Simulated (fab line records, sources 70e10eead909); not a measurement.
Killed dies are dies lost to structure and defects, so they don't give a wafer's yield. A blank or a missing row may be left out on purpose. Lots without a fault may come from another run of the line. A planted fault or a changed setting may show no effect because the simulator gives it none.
Problem report in the 8D (eight disciplines) form, filled by code | flow nand_harc | the parts of the form that need people (team, actions taken, sign-off) are left out

1. THE PROBLEM
killed_at_array at NHARC_END_SORT_01 reads a mean of 675 on 6 wafers of 2 lots; wafers without a fault read 27 with a standard deviation of 10. That is +65 standard deviations from the usual mean.
First seen on wafer L185.2, day 22 18:57, on prober-01. The record holds 6 wafers of 2 lots with a number at this step. Rule for "out", or "out of limits": more than 4 standard deviations from the usual mean. The other wafers with a number count as sound.

2. WHAT IT IS AND WHAT IT IS NOT
question                    | is                           | is not
which readings at this step | killed_at_array, killed_dies | killed_at_other, killed_at_periphery, killed_open
which lots                  | L185, L186                   | -
which wafers of those lots  | all that have a number       | -
read on which gauges        | prober-01                    | -
when                        | from day 22 18:57            | up to then (0 sound wafers)

3. SUSPECTS, AND WHAT RULES EACH OUT
Counting: a tool at a process step up to the reading stays a suspect if it ran every lot that is out and no sound lot after the first of them.
- the gauge at NHARC_END_SORT_01: ruled out. All the wafers that are out were read on prober-01, but those of them that NHARC_A_STAIRCASE_ETCH_236 has rows for are out there too, on other tools.
- rie_diel-11 at NHARC_A_STAIRCASE_TRIM_229 (chemistry O2, time 211.2 s): kept. It ran every lot that is out, first L185 (day 14 23:14), and no sound lot after that.
- rie_diel-11 at NHARC_A_STAIRCASE_ETCH_236 (etches the open film in C4F8/O2, target depth 100 nm, time 40.5 s): kept. It ran every lot that is out, first L185 (day 15 00:58), and no sound lot after that. Its own readings are out on those wafers: oes_product_au.
Left after counting: rie_diel-11 at NHARC_A_STAIRCASE_TRIM_229, rie_diel-11 at NHARC_A_STAIRCASE_ETCH_236.

4. THE CAUSE (what the simulator had put in)
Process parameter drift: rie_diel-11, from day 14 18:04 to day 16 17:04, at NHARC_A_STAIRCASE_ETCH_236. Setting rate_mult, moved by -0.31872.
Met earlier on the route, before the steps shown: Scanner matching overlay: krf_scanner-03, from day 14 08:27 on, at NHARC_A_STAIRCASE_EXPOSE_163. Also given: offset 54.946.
Counting left 2 suspects, and this tool is among them.

5. THE CHAIN OF EFFECTS, in route order
Each row: a reading whose mean over the struck wafers that have a number lies more than 3 standard deviations from the usual. Only readings for which the record gives a usual standard deviation are gone through. hours: the time from each lot's start at the first step in this table that gives one to its start at this step, as a median over the lots. sigmas: the change in usual standard deviations.
hours | step                       | reading         | usual      | on struck wafers | change | sigmas
0     | NHARC_A_STAIRCASE_ETCH_236 | oes_product_au  | 0.942 a.u. | 0.751            | -0.191 | -13
189   | NHARC_END_SORT_01          | killed_at_array | 27         | 675              | +648   | +65
189   | NHARC_END_SORT_01          | killed_dies     | 30         | 677              | +647   | +65
The process steps in it:
- NHARC_A_STAIRCASE_ETCH_236: etches the open film in C4F8/O2, target depth 100 nm, time 40.5 s.

6. WHAT WOULD HAVE CAUGHT IT SOONER
In this record the first reading out of limits at a measuring or inspecting step was taken at day 22 18:57, 193 hours after the fault began at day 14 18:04.
The tool's own readings at NHARC_A_STAIRCASE_ETCH_236 were out on every struck wafer that the step has a row for (oes_product_au): an alarm limit on them would have fired on the first of those.
All the lots that are out (2) had begun NHARC_A_STAIRCASE_ETCH_236 on rie_diel-11 by day 22 18:57. A hold on the tool at that time would have spared none of them.
